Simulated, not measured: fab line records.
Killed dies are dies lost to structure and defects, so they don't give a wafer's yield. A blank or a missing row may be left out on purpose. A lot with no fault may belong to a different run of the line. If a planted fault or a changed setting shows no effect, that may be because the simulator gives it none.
fab line records | flow nandHarc
[record] lots = 6 wafers = 18 lastDay = 33
route steps=1302 shown P_GATE@119 END@1302
lots untouched by any fault: they come from a run of this same line in which no faults occurred
startH: hours from the record's first day to the start of the lot's first wafer shown | waitH: hours elapsed since this lot's preceding step | " as in the row above | L1.1+2: a row that stands for several wafers | - no value present, or no start provided | * or withheld: withheld | < > ~ a bound
route shown NAME@n: NAME is a module with steps in the file, n the number in the route of the first one | usual: mean/standard deviation of fault-free wafers | same: alike in all rows | chamber/n: place in a boat | sites: each site's reading | _std_site: standard deviation across them | _edge_site: mean of outer sites minus mean of inner sites | radiusMm: for every site, how far away it sits from the centre of the wafer | mask NAME#n: copy n | behind: the most recent tool/chamber to have shaped the wafer | hold: what put the lot on hold/how long, in hours/how the hold closed | device: the transistor (n, p or np) that didn't switch | end of line: the route-end tests of the same wafers | step lacking rows: just its recipe | killed: the dies lost at the first sort to structure and to defects; this is not the yield of the wafer | map: dies across one wafer; x = killed, . = not, _ = none there
set.NAME: the setting the step ran with; set.NAME@STEP: the setting that earlier step ran with | model.NAME: the simulator's own value behind a step, which no gauge read
lots seen at some steps along the route; tables by step, rows by wafer
services: from which hour (startH, from the record's first day; less than 0 if before it) a tool's chamber was out of use, for how many hours, and why
[[steps]]
[step NHARC_P_GATE_EXPOSE_08]
[recipe] na = 0.6 doseMj = 16.75 maskId = P_HV
[step NHARC_P_GATE_PEB_09]
[recipe] pebTempC = 118 pebTimeS = 85
[step NHARC_P_GATE_DEVELOP_10]
[recipe] timeS = 70
[step NHARC_P_GATE_CD_MEAS_11]
[recipe] targetCdNm = 1640 landingEnergyEv = 500
[usual] cdNm = 1640.0/2.6
[same] landingEnergyEv = 500
// columns lot.wafer tool chamber startH waitH cdNm
L308.2 cdSem-02 0 160.78 - 1641.0
L308.4 " 0 " " 1640.4
L308.5 " 0 " " 1642.2
L312.1 cdSem-01 0 195.11 - 1641.2
L312.2 " 0 " " 1643.7
L312.3 " 0 " " 1639.5
L313.2 cdSem-02 0 207.30 - 1636.7
L313.3 " 0 " " 1638.8
L313.4 " 0 " " 1639.8
L314.2 cdSem-03 0 223.30 - 1642.6
L314.3 " 0 " " 1643.4
L314.5 " 0 " " 1639.9
L322.2 cdSem-03 0 312.00 - 1641.6
L322.4 " 0 " " 1639.0
L322.5 " 0 " " 1643.6
L323.4 cdSem-03 0 316.95 - 1638.9
L323.5 " 0 " " 1638.5
L323.6 " 0 " " 1641.6
[step NHARC_P_GATE_HARDBAKE_12]
[recipe] tempC = 125 timeS = 80
[step NHARC_P_GATE_DESCUM_13]
[recipe] timeS = 3 o2FlowSccm = 200 arFlowSccm = 0 biasPowerW = 0 chemistry = O2
[usual] drypumpMotorCurrentA = 5.9/0.34 oesProductAu = 1.002/0.012 rfVppV = 57.5/0.93 showerheadPlenumPTorr = 1.85/0.065 throttleValvePct = 11.311/0.0092
// columns lot.wafer tool chamber startH waitH drypumpMotorCurrentA oesProductAu rfHoursCounterH rfVppV showerheadPlenumPTorr throttleValvePct
L308.2 rieDiel-08 0 160.94 - 5.9 0.994 6.2 56.4 1.81 11.315
L308.4 " 3 " " 5.3 1.002 6.5 56.7 1.79 11.316
L308.5 " 0 " " 5.9 0.989 - 57.3 1.81 11.312
L312.1 rieDiel-07 1 195.27 - 6.0 0.992 2.1 56.7 1.90 11.288
L312.3 " 2 " " 5.5 1.002 2.6 57.7 1.90 11.307
L312.2 " 3 " " 5.4 1.001 2.1 58.9 1.93 11.310
L313.4 rieDiel-07 1 207.46 - 6.0 0.996 2.9 56.7 1.90 11.315
L313.3 " 2 " " 5.6 1.014 3.8 60.4 1.90 11.308
L313.2 " 3 " " 5.4 0.999 3.2 56.7 1.94 11.298
L314.2 rieDiel-10 0 223.47 - 5.9 1.020 10.8 57.0 1.88 11.307
L314.3 " 1 " " 6.5 0.988 8.1 57.9 1.78 11.315
L314.5 " 0 " " 5.9 1.010 - 58.6 1.88 11.309
L322.2 rieDiel-08 0 312.17 - 5.9 1.020 6.2 56.4 1.80 11.318
L322.4 " 1 " " 5.5 1.000 6.2 57.6 1.94 11.309
L322.5 " 3 " " 5.3 1.003 - 58.5 1.78 11.317
L323.4 rieDiel-10 0 317.14 - 5.9 1.014 2.3 57.5 1.88 11.320
L323.6 " 1 " " 6.5 0.989 - 58.4 1.78 11.311
L323.5 " 2 " " 6.0 0.999 - 59.3 1.78 11.310
[step NHARC_P_GATE_ETCH_14]
[recipe] targetDepthA = 488 chemistry = dHF material = SiO2
[step NHARC_P_GATE_STRIP_15]
[recipe] timeS = 780 tempC = 130 chemistry = SPM
[step NHARC_P_GATE_PRECLEAN_71]
[recipe] timeS = * tempC = 50 bathAgeMin = 0 chemistry = SC1
[step NHARC_P_GATE_SRD_72]
[step NHARC_P_GATE_OXIDE_16]
[recipe] targetThkA = 30 tempC = 875 oxTimeS = 392 material = SiO2
[step NHARC_P_GATE_CVD_17]
[recipe] targetThkA = 1500 tempC = 620 timeS = 900 material = poly-Si
[step NHARC_P_GATE_HM_DEP_102]
[recipe] targetThkA = 1200 tempC = 400 material = aC
[usual] throttleValvePct = 34.998/0.0097
// columns lot.wafer tool chamber startH waitH throttleValvePct
L308.2 aclDep-02 0 175.85 2.9 35.009
L308.4 " 0 " " 34.984
L308.5 " 0 " " 34.980
L312.1 aclDep-03 0 207.98 0.4 35.010
L312.2 " 0 " " 34.983
L312.3 " 0 " " 35.007
L312.1 aclDep-03 0 209.18 1.1 34.998
L312.2 " 0 " " 35.000
L312.3 " 0 " " 34.994
L313.2 aclDep-03 0 220.59 0.5 35.002
L313.3 " 0 " " 35.009
L313.4 " 0 " " 35.005
L314.2 aclDep-03 0 239.68 2.0 34.998
L314.3 " 0 " " 34.990
L314.5 " 0 " " 35.008
L314.2 aclDep-01 0 241.25 1.5 34.997
L314.3 " 0 " " 34.989
L314.5 " 0 " " 34.998
L322.2 aclDep-03 0 325.11 0.5 35.014
L322.4 " 0 " " 34.982
L322.5 " 0 " " 34.987
L323.4 aclDep-03 0 329.82 0.7 35.008
L323.5 " 0 " " 35.000
L323.6 " 0 " " 35.016
[step NHARC_P_GATE_DEP_103]
[recipe] targetThkA = 300 targetThkNm = 30 tempC = 400 flowSccm = 200 rfW = 350 material = SiON
[usual] heaterPowerW = 762/82
// columns lot.wafer tool chamber startH waitH heaterPowerW
L308.2 pecvd-01 2 176.47 0.5 786
L308.4 " 1 " " 874
L308.5 " 2 " " 775
L312.3 pecvd-01 2 210.34 0.8 756
L312.1 " 0 " " 808
L312.2 " 1 " " 865
L313.2 pecvd-01 1 221.17 0.5 753
L313.3 " 0 " " 680
L313.4 " 2 " " 781
L314.3 pecvd-03 0 241.85 0.4 666
L314.2 " 1 " " 848
L314.5 " 2 " " 834
L322.2 pecvd-03 1 325.67 0.5 813
L322.5 " 1 " " 835
L322.4 " 2 " " 898
L323.6 pecvd-02 1 330.25 0.1 875
L323.5 " 2 " " 668
L323.4 " 0 " " 737
[step NHARC_END_SORT_01]
[recipe] tempC = 25
[usual] killedAtArray = 46/15 killedAtOther = 1.0/1.3 killedAtPeriphery = 4/3 killedDies = 51/15 killedOpen = 3.2/1.8 killedShort = 2.5/1.5
[same] grossDies = 677
// columns lot.wafer tool chamber startH waitH killedAtArray killedAtOther killedAtPeriphery killedDies killedOpen killedShort
L313.2 prober-01 0 685.08 2.8 35 0 3 38 1 2
L313.3 prober-01 0 685.89 3.1 41 0 2 43 4 1
L313.4 prober-01 0 686.69 3.4 49 2 3 54 3 5
L314.2 prober-02 0 699.67 2.8 62 3 9 74 6 3
L314.3 prober-02 0 700.46 3.1 72 2 4 78 1 4
L314.5 prober-02 0 702.05 3.7 61 2 5 68 4 1
L312.1 prober-01 0 717.37 2.5 42 0 1 43 1 2
L312.2 prober-01 0 718.18 2.8 40 0 4 44 6 2
L312.3 prober-01 0 718.98 3.1 38 1 10 49 4 3
L322.2 prober-01 0 794.51 2.8 55 0 2 57 3 1
L322.4 prober-01 0 796.10 3.4 65 1 3 69 4 1
L322.5 prober-01 0 796.89 3.7 64 1 0 65 3 3
// killed by level:class
L313.2 A_SLIT:chamberFilmFlake=18 A_CHANNEL_HOLE_D1:chamberFilmFlake=5 A_CONTACT:chamberFilmFlake=5 A_CHANNEL_FILL_D2:chamberFilmFlake=4 P_STI:geometricParticle:open=1 P_M1:geometricParticle:short=1 A_CHANNEL_HOLE_D2:geometricParticle:short=1 P_ZERO_WELL:chamberFilmFlake=1
L313.3 A_SLIT:chamberFilmFlake=17 A_CONTACT:chamberFilmFlake=13 A_CHANNEL_HOLE_D1:chamberFilmFlake=3 A_BLC:geometricParticle:open=2 P_BONDPAD:chamberFilmFlake=2 A_CHANNEL_FILL_D2:chamberFilmFlake=2 A_CHANNEL_FILL_D2:geometricParticle:short=1 A_CHANNEL_FILL_D2:geometricParticle:open=1
L313.4 A_SLIT:chamberFilmFlake=25 A_CONTACT:chamberFilmFlake=9 P_BONDPAD:chamberFilmFlake=3 A_CHANNEL_FILL_D2:chamberFilmFlake=3 A_CHANNEL_HOLE_D1:geometricParticle:short=2 A_M0:geometricParticle:open=2 A_CHANNEL_HOLE_D1:chamberFilmFlake=2 A_ONON_D1:geometricParticle:short=1
L314.2 A_CHANNEL_HOLE_D1:chamberFilmFlake=22 A_SLIT:chamberFilmFlake=22 A_CONTACT:chamberFilmFlake=5 P_BONDPAD:chamberFilmFlake=3 THIN_TSV:chamberFilmFlake=3 A_STAIRCASE:chamberFilmFlake=3 A_CHANNEL_HOLE_D2:chamberFilmFlake=3 P_GATE:chamberFilmFlake=2
L314.3 A_CHANNEL_HOLE_D1:chamberFilmFlake=38 A_SLIT:chamberFilmFlake=20 A_CHANNEL_HOLE_D2:chamberFilmFlake=4 A_STAIRCASE:chamberFilmFlake=3 A_ONON_D1:geometricParticle:short=2 P_BONDPAD:chamberFilmFlake=2 THIN_TSV:chamberFilmFlake=2 A_ONON_D2:geometricParticle:short=1
L314.5 A_CHANNEL_HOLE_D1:chamberFilmFlake=24 A_SLIT:chamberFilmFlake=22 A_CHANNEL_HOLE_D2:chamberFilmFlake=4 A_STAIRCASE:chamberFilmFlake=3 A_CONTACT:chamberFilmFlake=3 A_CHANNEL_HOLE_D1:geometricParticle:open=2 A_DECK1_JOINT:chamberFilmFlake=2 THIN_TSV:chamberFilmFlake=2
L312.1 A_CHANNEL_HOLE_D2:chamberFilmFlake=15 A_CHANNEL_FILL_D2:chamberFilmFlake=6 A_CHANNEL_HOLE_D1:chamberFilmFlake=5 A_CONTACT:chamberFilmFlake=5 A_STAIRCASE:chamberFilmFlake=3 A_SLIT:chamberFilmFlake=3 A_WL_FILL:chamberFilmFlake=2 A_ONON_D1:geometricParticle:short=1
L312.2 A_CHANNEL_HOLE_D2:chamberFilmFlake=13 A_CHANNEL_HOLE_D1:chamberFilmFlake=9 A_CONTACT:chamberFilmFlake=7 A_CHANNEL_FILL_D2:geometricParticle:open=3 A_STAIRCASE:chamberFilmFlake=2 P_CONTACT:geometricParticle:open=1 P_M0:geometricParticle:open=1 A_ONON_D1:geometricParticle:short=1
L312.3 A_CHANNEL_HOLE_D2:chamberFilmFlake=10 A_CHANNEL_FILL_D2:chamberFilmFlake=6 A_CHANNEL_HOLE_D1:chamberFilmFlake=5 A_CONTACT:chamberFilmFlake=5 P_GATE:chamberFilmFlake=4 A_STAIRCASE:chamberFilmFlake=3 A_WL_FILL:geometricParticle:short=2 P_BONDPAD:chamberFilmFlake=2
L322.2 A_CHANNEL_HOLE_D2:chamberFilmFlake=24 A_SLIT:chamberFilmFlake=12 A_CONTACT:chamberFilmFlake=7 A_CHANNEL_HOLE_D1:chamberFilmFlake=5 A_CHANNEL_FILL_D2:chamberFilmFlake=3 P_M0:geometricParticle:open=1 A_CHANNEL_HOLE_D2:geometricParticle:short=1 A_SGD_CUT:geometricParticle:open=1
L322.4 A_CHANNEL_HOLE_D2:chamberFilmFlake=24 A_SLIT:chamberFilmFlake=17 A_CONTACT:chamberFilmFlake=12 A_CHANNEL_FILL_D2:chamberFilmFlake=4 A_CHANNEL_HOLE_D1:chamberFilmFlake=3 A_BONDPAD:chamberFilmFlake=2 P_GATE:geometricParticle:open=1 P_M0:geometricParticle:open=1
L322.5 A_CHANNEL_HOLE_D2:chamberFilmFlake=17 A_SLIT:chamberFilmFlake=16 A_CHANNEL_HOLE_D1:chamberFilmFlake=11 A_CONTACT:chamberFilmFlake=6 A_CHANNEL_FILL_D2:chamberFilmFlake=3 A_BONDPAD:chamberFilmFlake=3 A_ONON_D1:geometricParticle:short=1 A_CHANNEL_FILL_D1:geometricParticle:open=1
[[services]]
// columns tool chamber startH hours kind
pecvd-01 0 143.72 - clean
pecvd-01 1 143.72 - clean
pecvd-01 2 143.72 - clean
pecvd-01 1 170.03 3.9 repair
pecvd-03 - 185.00 13.0 pm
aclDep-01 - 187.55 13.0 pm
rieDiel-08 - 190.80 9.0 pm
pecvd-01 - 211.07 1.8 repair
rieDiel-07 1 215.89 7.1 repair
pecvd-02 - 227.80 13.0 pm
pecvd-01 - 228.00 5.8 repair
rieDiel-10 - 242.50 9.0 pm
aclDep-02 - 243.58 13.0 pm
pecvd-01 2 255.69 17.1 repair
pecvd-01 1 262.29 4.7 repair
rieDiel-08 - 262.65 0.3 repair
pecvd-02 - 274.68 0.3 repair
rieDiel-10 - 276.55 0.3 repair
rieDiel-10 0 281.81 17.0 repair
rieDiel-07 - 294.20 9.0 pm
aclDep-03 - 303.90 13.0 pm
pecvd-01 - 311.72 13.0 pm
rieDiel-08 2 324.83 2.6 repair
pecvd-02 - 329.40 0.5 repair
[[key]]
[firstSign] step = NHARC_P_GATE_HM_DEP_102 reading = visit direction = added
effect none on later readings
metAt NHARC_P_GATE_HM_DEP_102
struckWafers L312.1,L312.2,L312.3,L314.2,L314.3,L314.5
testerLeftOut L312,L314
[fault] kind = repeatedStepWhole tool = aclDep-01,aclDep-02,aclDep-03 chamber = - onsetH = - steps = NHARC_P_GATE_HM_DEP_102 times = 1 scope = struckLotsOnly
// testerLeftOut: of these lots the tester's yield and bins aren't shown, on N5 and GAA mostly nor the transistor test; their killed dies are dies lost to structure and defects alone, not to doping, threshold or leakage, so they don't give the yield
